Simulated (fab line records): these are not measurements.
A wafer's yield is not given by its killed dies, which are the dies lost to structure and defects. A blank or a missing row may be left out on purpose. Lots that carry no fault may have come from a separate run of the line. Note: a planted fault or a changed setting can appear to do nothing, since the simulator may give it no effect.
What tool caused it?	flow nand_harc	24 lots with 72 wafers sampled at 6 steps, on a route of 1302 steps

## WHAT THE GAUGES READ, wafer by wafer
The record holds no reading of a measuring or inspecting step that can be judged against a usual standard deviation.

## WHICH TOOL RAN EACH LOT (tool, then ch and the chambers of the sampled wafers, then the start)
lot	NHARC_A_WL_FILL_ALD_00	NHARC_A_WL_FILL_RTA_01	NHARC_A_WL_FILL_ALD_02	NHARC_A_WL_FILL_ALD_19	NHARC_A_CONTACT_DEP_29	NHARC_A_CONTACT_ETCH_51
L074	ald_hk-02 ch 1,3, day 19 19:59	rtp_anneal-02 ch 0, day 19 20:14	ald_metal-03 ch 1,2,3, day 19 20:28	ald_metal-01 ch 0,1,2, day 20 15:55	pecvd-02 ch 1,2, day 20 21:52	rie_diel-01 ch 0,1,3, no start
L076	ald_hk-02 ch 0,1,2, day 20 14:30	rtp_anneal-01 ch 0, day 20 14:43	ald_metal-04 ch 0,1,3, day 20 14:56	ald_metal-03 ch 1,2, day 21 09:31	pecvd-03 ch 0,1,2, day 21 20:40	rie_diel-06 ch 1,3, no start
L075	ald_hk-04 ch 0,3, day 20 16:35	rtp_anneal-02 ch 0, day 20 16:50	ald_metal-04 ch 0,1,3, day 20 17:08	ald_metal-01 ch 0,1, day 21 09:31	pecvd-02 ch 1,2, day 21 21:06	rie_diel-06 ch 0,1, no start
L079	ald_hk-04 ch 1,2,3, day 21 22:07	rtp_anneal-01 ch 0, day 21 22:25	ald_metal-01 ch 1,2,3, day 21 22:38	ald_metal-01 ch 0,3, day 22 15:14	pecvd-01 ch 0,1,2, day 22 21:46	rie_diel-01 ch 0,1, no start
L077	ald_hk-02 ch 1,2,3, day 21 22:07	rtp_anneal-02 ch 0, day 21 22:20	ald_metal-04 ch 0,1,3, day 21 22:32	ald_metal-03 ch 1,2, day 22 15:14	pecvd-03 ch 0,1,2, day 22 21:28	rie_diel-06 ch 0,2,3, no start
L078	ald_hk-04 ch 0,1, day 22 01:46	rtp_anneal-01 ch 0, day 22 02:08	ald_metal-03 ch 0,1,2, day 22 02:23	ald_metal-04 ch 0,1, day 23 00:10	pecvd-03 ch 0,1,2, day 23 06:00	rie_diel-06 ch 1,2,3, no start
L081	ald_hk-01 ch 0,1,2, day 23 04:50	rtp_anneal-02 ch 0, day 23 05:06	ald_metal-04 ch 0,2, day 23 05:19	ald_metal-01 ch 0,1, day 24 01:10	pecvd-01 ch 1,2, day 24 08:41	rie_diel-06 ch 1,2,3, no start
L082	ald_hk-01 ch 0,1, day 23 04:58	rtp_anneal-02 ch 0, day 23 05:16	ald_metal-03 ch 0,3, day 23 05:28	ald_metal-04 ch 1,3, day 23 22:10	pecvd-02 ch 0,1, day 24 06:05	rie_diel-06 ch 1,2, no start
L080	ald_hk-04 ch 0,2,3, day 23 08:46	rtp_anneal-01 ch 0, day 23 09:07	ald_metal-04 ch 0,1,2, day 23 09:21	ald_metal-03 ch 0,1,2, day 24 01:09	pecvd-01 ch 0,1, day 24 11:56	rie_diel-06 ch 0,1,2, no start
L084	ald_hk-02 ch 0,1,2, day 24 09:51	rtp_anneal-02 ch 0, day 24 10:07	ald_metal-04 ch 0,1,3, day 24 10:20	ald_metal-03 ch 0,1,2, day 25 03:12	pecvd-01 ch 0,1,2, day 25 09:26	rie_diel-06 ch 0,1,3, no start
L083	ald_hk-04 ch 0,1,2, day 24 09:52	rtp_anneal-01 ch 0, day 24 10:09	ald_metal-03 ch 1,3, day 24 10:20	ald_metal-01 ch 1,3, day 25 03:13	pecvd-01 ch 0,1,2, day 25 09:01	rie_diel-13 ch 0,2,3, no start
L085	ald_hk-01 ch 0,3, day 24 13:40	rtp_anneal-01 ch 0, day 24 13:56	ald_metal-01 ch 1,3, day 24 14:08	ald_metal-03 ch 1,3, day 25 07:29	pecvd-03 ch 0,1,2, day 25 13:32	rie_diel-06 ch 0,1, no start
L086	ald_hk-04 ch 2,3, day 25 06:33	rtp_anneal-01 ch 0, day 25 06:51	ald_metal-04 ch 1,2,3, day 25 07:07	ald_metal-01 ch 1,2,3, day 25 23:45	pecvd-01 ch 0,1, day 26 05:42	rie_diel-13 ch 1,2,3, no start
L087	ald_hk-04 ch 0,1, day 25 18:07	rtp_anneal-02 ch 0, day 25 18:21	ald_metal-04 ch 1,3, day 25 18:37	ald_metal-03 ch 0,1,3, day 26 11:29	pecvd-02 ch 1,2, day 26 19:40	rie_diel-06 ch 1,2,3, no start
L088	ald_hk-02 ch 0,1, day 26 09:58	rtp_anneal-02 ch 0, day 26 10:17	ald_metal-01 ch 0,3, day 26 10:27	ald_metal-01 ch 1,2, day 27 06:26	pecvd-02 ch 0,1,2, day 27 12:17	rie_diel-01 ch 0,1, no start
L089	ald_hk-01 ch 0,1, day 26 09:58	rtp_anneal-01 ch 0, day 26 10:16	ald_metal-03 ch 0,3, day 26 10:27	ald_metal-04 ch 0,3, day 27 06:25	pecvd-01 ch 0,1,2, day 27 13:25	rie_diel-06 ch 1,2,3, no start
L090	ald_hk-02 ch 0,2,3, day 26 23:13	rtp_anneal-01 ch 0, day 26 23:38	ald_metal-04 ch 0,2,3, day 26 23:54	ald_metal-03 ch 0,1,3, day 27 19:37	pecvd-01 ch 0,1,2, day 28 02:31	rie_diel-06 ch 0,1,3, no start
L091	ald_hk-01 ch 1,2,3, day 26 23:16	rtp_anneal-01 ch 0, day 26 23:30	ald_metal-03 ch 1,3, day 26 23:41	ald_metal-01 ch 0,3, day 27 19:38	pecvd-02 ch 2, day 28 03:47	rie_diel-01 ch 1,3, no start
L092	ald_hk-02 ch 0,2,3, day 27 10:29	rtp_anneal-01 ch 0, day 27 10:41	ald_metal-03 ch 1,3, day 27 10:55	ald_metal-03 ch 1,3, day 28 06:43	pecvd-01 ch 0,1,2, day 28 12:43	rie_diel-13 ch 0,2, no start
L093	ald_hk-01 ch 0,1, day 27 20:52	rtp_anneal-02 ch 0, day 27 21:11	ald_metal-04 ch 0,3, day 27 21:22	ald_metal-01 ch 1,2, day 28 18:47	pecvd-03 ch 0,1,2, day 29 02:57	rie_diel-06 ch 0,1,2, no start
L094	ald_hk-02 ch 1,2,3, day 28 13:25	rtp_anneal-02 ch 0, day 28 13:37	ald_metal-01 ch 1,3, day 28 13:50	ald_metal-04 ch 0,3, day 29 06:43	pecvd-03 ch 0,2, day 29 12:27	rie_diel-01 ch 1,2,3, no start
L096	ald_hk-04 ch 0,1, day 29 09:28	rtp_anneal-02 ch 0, day 29 09:55	ald_metal-04 ch 0,1, day 29 10:05	ald_metal-04 ch 0,2,3, day 30 03:10	pecvd-01 ch 0,1,2, day 30 10:32	rie_diel-06 ch 1,2,3, no start
L095	ald_hk-02 ch 0,1,2, day 29 09:29	rtp_anneal-01 ch 0, day 29 09:41	ald_metal-01 ch 1,2,3, day 29 09:54	ald_metal-01 ch 1,2,3, day 30 03:08	pecvd-02 ch 0,1,2, day 30 09:01	rie_diel-06 ch 2,3, no start
L097	ald_hk-02 ch 0,1,2, day 30 07:13	rtp_anneal-02 ch 0, day 30 07:26	ald_metal-01 ch 0,2,3, day 30 07:42	ald_metal-01 ch 1,2,3, day 30 23:59	pecvd-02 ch 0,2, day 31 05:44	rie_diel-13 ch 0,1,2, no start
- NHARC_A_WL_FILL_ALD_00: deposits Al2O3, target thk 3 nm, pulse time 3 s, ald cycles 30.
- NHARC_A_WL_FILL_RTA_01: time 5 s.
- NHARC_A_WL_FILL_ALD_02: deposits TiN, target thk 2 nm, pulse time 3 s, ald cycles 100.
- NHARC_A_WL_FILL_ALD_19: deposits TiN, target thk 2 nm, pulse time 3 s, ald cycles 100.
- NHARC_A_CONTACT_DEP_29: deposits SiON, target thk 100 nm.
- NHARC_A_CONTACT_ETCH_51: etches the open film in O2/COS, target depth 7000 nm, time 1820 s.

## WHAT THE TOOLS THEMSELVES READ (means of the sampled wafers that have a number; where no wafer has one, the mark that the record gives instead)
NHARC_A_WL_FILL_ALD_00.
lot	tool	heater_power_w (W)	precursor_pulse_height_rel
L074	ald_hk-02	489	0.989
L076	ald_hk-02	504	0.996
L075	ald_hk-04	395	0.989
L079	ald_hk-04	441	1.013
L077	ald_hk-02	489	1.016
L078	ald_hk-04	438	1.002
L081	ald_hk-01	449	0.997
L082	ald_hk-01	484	0.996
L080	ald_hk-04	398	1.001
L084	ald_hk-02	492	0.999
L083	ald_hk-04	452	0.992
L085	ald_hk-01	497	0.974
L086	ald_hk-04	396	1.004
L087	ald_hk-04	442	0.987
L088	ald_hk-02	505	0.993
L089	ald_hk-01	495	1.005
L090	ald_hk-02	526	1.010
L091	ald_hk-01	455	1.004
L092	ald_hk-02	522	0.988
L093	ald_hk-01	498	1.023
L094	ald_hk-02	495	0.998
L096	ald_hk-04	468	1.005
L095	ald_hk-02	492	0.997
L097	ald_hk-02	497	1.021

NHARC_A_WL_FILL_RTA_01.
lot	tool	anneal_temp_c_max	lamp_power_pct (%)	wafer_temp_C_max
L074	rtp_anneal-02	1004.6	29.34	1004.3
L076	rtp_anneal-01	1005.6	29.44	1008.5
L075	rtp_anneal-02	1004.9	29.33	1004.3
L079	rtp_anneal-01	1006.2	29.44	1007.6
L077	rtp_anneal-02	1005.7	29.33	1004.0
L078	rtp_anneal-01	1005.5	29.48	1007.7
L081	rtp_anneal-02	1003.9	29.35	1004.2
L082	rtp_anneal-02	1004.2	29.36	1004.9
L080	rtp_anneal-01	1006.2	29.43	1008.0
L084	rtp_anneal-02	1004.4	29.34	1004.2
L083	rtp_anneal-01	1007.1	29.37	1008.5
L085	rtp_anneal-01	1007.2	29.39	1009.9
L086	rtp_anneal-01	1005.6	29.41	1008.9
L087	rtp_anneal-02	1004.5	29.34	1004.4
L088	rtp_anneal-02	1003.1	29.36	1004.2
L089	rtp_anneal-01	1005.9	29.44	1007.1
L090	rtp_anneal-01	1007.5	29.45	1009.5
L091	rtp_anneal-01	1005.9	29.43	1008.1
L092	rtp_anneal-01	1007.6	29.39	1007.8
L093	rtp_anneal-02	1004.2	29.29	1004.2
L094	rtp_anneal-02	1004.5	29.31	1003.7
L096	rtp_anneal-02	1003.8	29.36	1004.6
L095	rtp_anneal-01	1007.5	29.45	1008.0
L097	rtp_anneal-02	1003.6	29.33	1004.2

NHARC_A_WL_FILL_ALD_02.
lot	tool	heater_power_w (W)	precursor_pulse_height_rel
L074	ald_metal-03	1268	0.987
L076	ald_metal-04	1160	1.005
L075	ald_metal-04	1141	1.012
L079	ald_metal-01	1040	0.998
L077	ald_metal-04	1136	0.992
L078	ald_metal-03	1312	0.981
L081	ald_metal-04	1062	1.014
L082	ald_metal-03	1322	1.011
L080	ald_metal-04	1076	0.987
L084	ald_metal-04	1133	0.993
L083	ald_metal-03	1232	1.000
L085	ald_metal-01	1034	0.994
L086	ald_metal-04	1102	1.018
L087	ald_metal-04	1151	0.994
L088	ald_metal-01	1011	1.018
L089	ald_metal-03	1251	0.991
L090	ald_metal-04	1102	0.984
L091	ald_metal-03	1222	1.018
L092	ald_metal-03	1205	0.993
L093	ald_metal-04	1131	0.990
L094	ald_metal-01	1019	0.979
L096	ald_metal-04	1118	1.000
L095	ald_metal-01	1047	1.007
L097	ald_metal-01	1038	0.990

NHARC_A_WL_FILL_ALD_19.
lot	tool	heater_power_w (W)	precursor_pulse_height_rel
L074	ald_metal-01	1069	0.998
L076	ald_metal-03	1312	1.018
L075	ald_metal-01	1113	1.006
L079	ald_metal-01	1095	1.002
L077	ald_metal-03	1250	0.989
L078	ald_metal-04	1135	0.993
L081	ald_metal-01	1085	1.009
L082	ald_metal-04	1145	1.001
L080	ald_metal-03	1332	1.015
L084	ald_metal-03	1295	1.001
L083	ald_metal-01	1051	1.014
L085	ald_metal-03	1197	0.997
L086	ald_metal-01	1040	1.014
L087	ald_metal-03	1291	1.003
L088	ald_metal-01	1056	1.013
L089	ald_metal-04	1131	1.001
L090	ald_metal-03	1291	1.004
L091	ald_metal-01	1031	1.006
L092	ald_metal-03	1264	1.005
L093	ald_metal-01	1069	0.980
L094	ald_metal-04	1129	0.984
L096	ald_metal-04	1074	0.983
L095	ald_metal-01	1040	0.995
L097	ald_metal-01	1035	0.994

NHARC_A_CONTACT_DEP_29.
lot	tool	heater_power_w (W)
L074	pecvd-02	769
L076	pecvd-03	809
L075	pecvd-02	797
L079	pecvd-01	660
L077	pecvd-03	833
L078	pecvd-03	805
L081	pecvd-01	706
L082	pecvd-02	787
L080	pecvd-01	697
L084	pecvd-01	698
L083	pecvd-01	640
L085	pecvd-03	815
L086	pecvd-01	635
L087	pecvd-02	806
L088	pecvd-02	832
L089	pecvd-01	679
L090	pecvd-01	630
L091	pecvd-02	785
L092	pecvd-01	682
L093	pecvd-03	800
L094	pecvd-03	825
L096	pecvd-01	722
L095	pecvd-02	788
L097	pecvd-02	756

NHARC_A_CONTACT_ETCH_51.
lot	tool	drypump_motor_current_A (A)	oes_product_au (a.u.)	rf_vpp_V (V)	showerhead_plenum_p_Torr (Torr)	throttle_valve_pct (%)
L074	rie_diel-01	5.6	1.010	313.0	3.05	28.327
L076	rie_diel-06	6.4	0.997	315.9	3.21	28.330
L075	rie_diel-06	5.8	0.998	315.5	3.21	28.336
L079	rie_diel-01	5.3	0.993	312.5	3.04	28.333
L077	rie_diel-06	5.7	1.005	313.4	3.08	28.333
L078	rie_diel-06	6.1	0.991	313.7	3.13	28.330
L081	rie_diel-06	6.1	1.000	314.7	3.13	28.334
L082	rie_diel-06	6.1	0.997	313.5	3.16	28.342
L080	rie_diel-06	5.6	0.997	313.7	3.10	28.334
L084	rie_diel-06	5.9	1.000	315.7	3.17	28.324
L083	rie_diel-13	5.9	0.990	314.1	3.06	28.338
L085	rie_diel-06	5.4	0.999	313.9	3.15	28.336
L086	rie_diel-13	5.9	0.998	312.5	3.02	28.318
L087	rie_diel-06	6.1	0.989	314.1	3.12	28.333
L088	rie_diel-01	5.3	1.015	313.8	3.03	28.328
L089	rie_diel-06	6.1	0.999	314.6	3.12	28.329
L090	rie_diel-06	5.9	0.991	315.0	3.17	28.332
L091	rie_diel-01	5.4	1.017	313.0	3.04	28.322
L092	rie_diel-13	5.7	0.987	312.6	3.04	28.330
L093	rie_diel-06	5.6	1.002	313.4	3.09	28.327
L094	rie_diel-01	5.2	1.010	314.0	3.05	28.328
L096	rie_diel-06	6.1	1.000	313.8	3.11	28.331
L095	rie_diel-06	5.9	1.005	312.6	3.01	28.328
L097	rie_diel-13	5.7	1.012	312.0	3.03	28.331

## THE ANSWER, worked out from the rows above alone
Rule: the lots themselves supply what counts as usual. Put in order of their means at a reading, lots are off if they are a third of the lots or fewer, leave a main group of 4 or more, and stand apart from it by a gap of 3 or more times the standard deviation of the main group's means; of several such gaps the widest counts. The tables above print the reading to a certain number of digits; a main group whose means all agree to those digits is not used. Also off: a lot with no number at a reading for which 4 or more lots have one. Where the step has rows for the other lots, those lots are counted as sound. First the gauges in route order, then the tools' own readings, where a lot's mean is used as printed above. At the first step where some lot is off, the reading lying furthest off is the one used; lots without a number count as furthest.
Across all readings shown, no lot is off: no conclusion can be drawn from this.

## WHAT THE SIMULATOR PUT IN
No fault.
